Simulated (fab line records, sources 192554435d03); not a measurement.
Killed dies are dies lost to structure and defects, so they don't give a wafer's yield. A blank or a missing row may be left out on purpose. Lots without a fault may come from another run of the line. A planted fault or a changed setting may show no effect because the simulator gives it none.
Chamber matching | flow n5_finfet | N5_BEOL_M6_CURE_74 on uv_cure-02: 3 sister chambers
The step cures SiCOH lowk, time 240 s. 3 wafers are shown with their chamber, then 8 later ones without.

WAFERS WITH THEIR CHAMBER
wafer  | chamber | wafer_temp_C_max
L080.6 | 2       | 387.3
L090.5 | 0       | 386.4
L092.1 | 1       | 386.1

WAFERS WITHOUT THEIR CHAMBER
wafer  | wafer_temp_C_max
L092.2 | 386.6
L092.5 | 386.7
L095.1 | 386.3
L095.4 | 386.1
L095.6 | 386.1
L096.3 | 387.2
L096.5 | 387.1
L096.6 | 387.2

WHICH CHAMBER EACH WENT THROUGH
wafer  | from the rows above          | in truth
L092.2 | can't be placed: 0 or 1      | 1
L092.5 | can't be placed: 0 or 1 or 2 | 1
L095.1 | can't be placed: 0 or 1      | 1
L095.4 | can't be placed: 1 or 0      | 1
L095.6 | can't be placed: 1 or 0      | 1
L096.3 | 2                            | 2
L096.5 | 2                            | 2
L096.6 | 2                            | 2
Placed correctly: 3 of 8. Can't be placed from these rows: 5 (the true chamber is among the candidates in 5). Placed wrongly: 0.
How it was worked out, from the rows above alone: a wafer's distance from a chamber is the root of the sum, over the readings, of the square of ((its reading less the chamber's mean) divided by the reading's scatter). The wafer belongs to the nearest chamber; if the next one is less than 2 further off, it can't be placed. A chamber's mean is the mean of its shown wafers. The scatter: with one shown wafer a chamber, the root of the mean of the squares of how far each hidden wafer lies from its nearest shown one.
